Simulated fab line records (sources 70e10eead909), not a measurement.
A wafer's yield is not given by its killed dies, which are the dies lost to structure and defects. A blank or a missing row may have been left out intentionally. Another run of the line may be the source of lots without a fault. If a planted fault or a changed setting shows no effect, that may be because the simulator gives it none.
Which of the tools did it? | flow nandHarc | 14 lots with 42 wafers sampled at 4 steps, on a route of 1159 steps

== WHAT EACH GAUGE READ, for each wafer ==
The record holds no reading of a measuring or inspecting step that can be judged against a usual standard deviation.

== WHAT TOOL EACH LOT RAN ON (gives the tool, then ch and the chambers of the sampled wafers, and finally the start) ==
lot  | NHARC_P_GATE_DEGAS_109      | NHARC_P_CONTACT_DEGAS_38    | NHARC_P_CONTACT_CVD_23                  | NHARC_P_M0_STRIP_18
L779 | pvdSputter-02, day 5 17:34  | pvdSputter-02, day 5 21:54  | cvdW-02 ch 0,1, day 6 06:51 or earlier  | rieDiel-01 ch 2,3, day 6 06:51
L778 | pvdSputter-03, day 5 18:35  | pvdSputter-01, day 5 22:52  | cvdW-01 ch 0,1, day 6 07:33 or earlier  | rieDiel-13 ch 0,1,3, day 6 07:33
L777 | pvdSputter-03, day 5 19:15  | pvdSputter-01, day 5 23:46  | cvdW-01 ch 0,1, day 6 08:07 or earlier  | rieDiel-13 ch 0,2,3, day 6 08:07
L780 | pvdSputter-02, day 6 05:32  | pvdSputter-03, day 6 09:56  | cvdW-01 ch 0,1, day 6 17:17 or earlier  | rieDiel-01 ch 0,2,3, day 6 17:17
L781 | pvdSputter-03, day 6 06:07  | pvdSputter-02, day 6 10:32  | cvdW-01 ch 0,1, day 6 17:53 or earlier  | rieDiel-06 ch 0,2, day 6 17:53
L782 | pvdSputter-03, day 6 13:17  | pvdSputter-02, day 6 17:43  | cvdW-02 ch 0,1, day 7 01:04 or earlier  | rieDiel-06 ch 1,2, day 7 01:04
L788 | pvdSputter-02, day 8 20:08  | pvdSputter-01, day 9 00:35  | cvdW-01 ch 0,1, day 9 03:38 or earlier  | rieDiel-13 ch 1,2, day 9 03:38
L792 | pvdSputter-01, day 9 12:13  | pvdSputter-02, day 9 16:55  | cvdW-01 ch 0,1, day 9 22:09 or earlier  | rieDiel-13 ch 0,3, day 9 22:09
L793 | pvdSputter-01, day 9 15:08  | pvdSputter-02, day 9 19:34  | cvdW-01 ch 0,1, day 10 01:31 or earlier | rieDiel-13 ch 1,2,3, day 10 01:31
L795 | pvdSputter-01, day 10 00:49 | pvdSputter-03, day 10 05:04 | cvdW-01 ch 0,1, day 10 12:13 or earlier | rieDiel-13 ch 0,1,3, day 10 12:13
L797 | pvdSputter-01, day 10 08:40 | pvdSputter-01, day 10 12:54 | cvdW-01 ch 0,1, day 10 16:05 or earlier | rieDiel-13 ch 1,2,3, day 10 16:05
L798 | pvdSputter-02, day 10 16:13 | pvdSputter-01, day 10 20:29 | cvdW-02 ch 0,1, day 10 23:26 or earlier | rieDiel-01 ch 1,2,3, day 10 23:26
L799 | pvdSputter-01, day 10 22:38 | pvdSputter-03, day 11 02:59 | cvdW-02 ch 0,1, day 11 05:58 or earlier | rieDiel-01 ch 0,2, day 11 05:58
L800 | pvdSputter-02, day 11 00:49 | pvdSputter-02, day 11 05:07 | cvdW-02 ch 0,1, day 11 08:04 or earlier | rieDiel-13 ch 0,3, day 11 08:04
- NHARC_P_GATE_DEGAS_109: time 60 s.
- NHARC_P_CONTACT_DEGAS_38: time 60 s.
- NHARC_P_CONTACT_CVD_23: deposits W, target thk 200 nm, time 557 s.
- NHARC_P_M0_STRIP_18: strips in N2/H2.

== WHAT THE TOOLS THEMSELVES READ (means of the sampled wafers that have a number; where no wafer has one, the mark that the record gives instead) ==
NHARC_P_GATE_DEGAS_109.
lot  | tool          | heaterPowerW (W)
L779 | pvdSputter-02 | 459
L778 | pvdSputter-03 | 418
L777 | pvdSputter-03 | 412
L780 | pvdSputter-02 | 471
L781 | pvdSputter-03 | 426
L782 | pvdSputter-03 | 389
L788 | pvdSputter-02 | 444
L792 | pvdSputter-01 | 429
L793 | pvdSputter-01 | 423
L795 | pvdSputter-01 | 418
L797 | pvdSputter-01 | 425
L798 | pvdSputter-02 | 458
L799 | pvdSputter-01 | 431
L800 | pvdSputter-02 | 433

NHARC_P_CONTACT_DEGAS_38.
lot  | tool          | heaterPowerW (W)
L779 | pvdSputter-02 | 471
L778 | pvdSputter-01 | 419
L777 | pvdSputter-01 | 403
L780 | pvdSputter-03 | 456
L781 | pvdSputter-02 | 464
L782 | pvdSputter-02 | 418
L788 | pvdSputter-01 | 410
L792 | pvdSputter-02 | 467
L793 | pvdSputter-02 | 461
L795 | pvdSputter-03 | 459
L797 | pvdSputter-01 | 423
L798 | pvdSputter-01 | 423
L799 | pvdSputter-03 | 423
L800 | pvdSputter-02 | 435

NHARC_P_CONTACT_CVD_23.
lot  | tool    | heaterPowerOuterW (W) | heaterPowerW (W) | throttleValvePct (%)
L779 | cvdW-02 | 293                   | 517              | 7.9
L778 | cvdW-01 | 249                   | 437              | 8.1
L777 | cvdW-01 | 260                   | 459              | 7.7
L780 | cvdW-01 | 251                   | 426              | 8.1
L781 | cvdW-01 | 261                   | 451              | 7.7
L782 | cvdW-02 | 287                   | 513              | 7.9
L788 | cvdW-01 | 264                   | 463              | 7.7
L792 | cvdW-01 | 263                   | 458              | 7.9
L793 | cvdW-01 | 265                   | 454              | 8.0
L795 | cvdW-01 | 260                   | 460              | 7.8
L797 | cvdW-01 | 254                   | 434              | 8.1
L798 | cvdW-02 | 291                   | 509              | 7.7
L799 | cvdW-02 | 289                   | 507              | 7.8
L800 | cvdW-02 | 296                   | 504              | 7.7

NHARC_P_M0_STRIP_18.
lot  | tool       | chamberPressureMTorr (mTorr) | drypumpMotorCurrentA (A) | oesProductAu (a.u.) | rfVppV (V) | showerheadPlenumPTorr (Torr) | throttleValvePct (%)
L779 | rieDiel-01 | 30.004                       | 5.8                      | 1.010               | 90.9       | 1.99                         | 14.168
L778 | rieDiel-13 | 30.006                       | 5.3                      | 0.983               | 90.8       | 2.08                         | 14.171
L777 | rieDiel-13 | 30.007                       | 5.4                      | 0.995               | 90.8       | 2.04                         | 14.173
L780 | rieDiel-01 | 29.979                       | 6.0                      | 1.007               | 90.9       | 2.01                         | 14.175
L781 | rieDiel-06 | 29.994                       | 5.8                      | 1.001               | 90.0       | 2.04                         | 14.167
L782 | rieDiel-06 | 29.998                       | 5.9                      | 0.995               | 90.8       | 1.98                         | 14.167
L788 | rieDiel-13 | -                            | -                        | -                   | -          | -                            | -
L792 | rieDiel-13 | -                            | -                        | -                   | -          | -                            | -
L793 | rieDiel-13 | 30.024                       | 5.4                      | 1.006               | 90.5       | 2.08                         | 14.170
L795 | rieDiel-13 | 30.010                       | 5.4                      | 0.996               | 91.2       | 2.08                         | 14.168
L797 | rieDiel-13 | 30.019                       | 5.4                      | 1.002               | 90.4       | 2.08                         | 14.168
L798 | rieDiel-01 | 30.002                       | 5.6                      | 1.001               | 90.6       | 2.07                         | 14.175
L799 | rieDiel-01 | 29.958                       | 6.0                      | 1.010               | 89.7       | 1.94                         | 14.174
L800 | rieDiel-13 | 30.008                       | 5.0                      | 1.003               | 90.3       | 2.06                         | 14.171

== THE ANSWER, worked out from the rows above alone ==
Rule: the usual values come from the lots themselves. The widest of any qualifying gaps counts: lots, ordered by their means at a reading, are off when they make up no more than a third of the lots, leave a main group of 4 or more, and stand apart from it by 3 or more times the standard deviation of that group's means. Not used: any main group whose means are identical at the precision the tables above print for the reading. A lot without any number at a reading at which 4 lots or more have one is off too. The other lots that the step has rows for count as sound. Order of review: gauges by route order, followed by the tools' own readings, for which a lot's mean as printed above is used. At the first step where some lot is off, the reading lying furthest off is the one used; lots without a number count as furthest.
Off, at NHARC_P_M0_STRIP_18 on chamberPressureMTorr: L788, L792. Without a number there: L788, L792. Main group: mean 30.001 mTorr, sd 0.017.
If a tool, at that step or one of the process steps before it, ran each lot that is off and ran no sound lot following the first of them, it fits. NHARC_P_CONTACT_CVD_23: start missing for some lots; hours and lot order therefore follow NHARC_P_M0_STRIP_18. Not one of the candidates tried fits.

== WHAT THE SIMULATOR PUT IN ==
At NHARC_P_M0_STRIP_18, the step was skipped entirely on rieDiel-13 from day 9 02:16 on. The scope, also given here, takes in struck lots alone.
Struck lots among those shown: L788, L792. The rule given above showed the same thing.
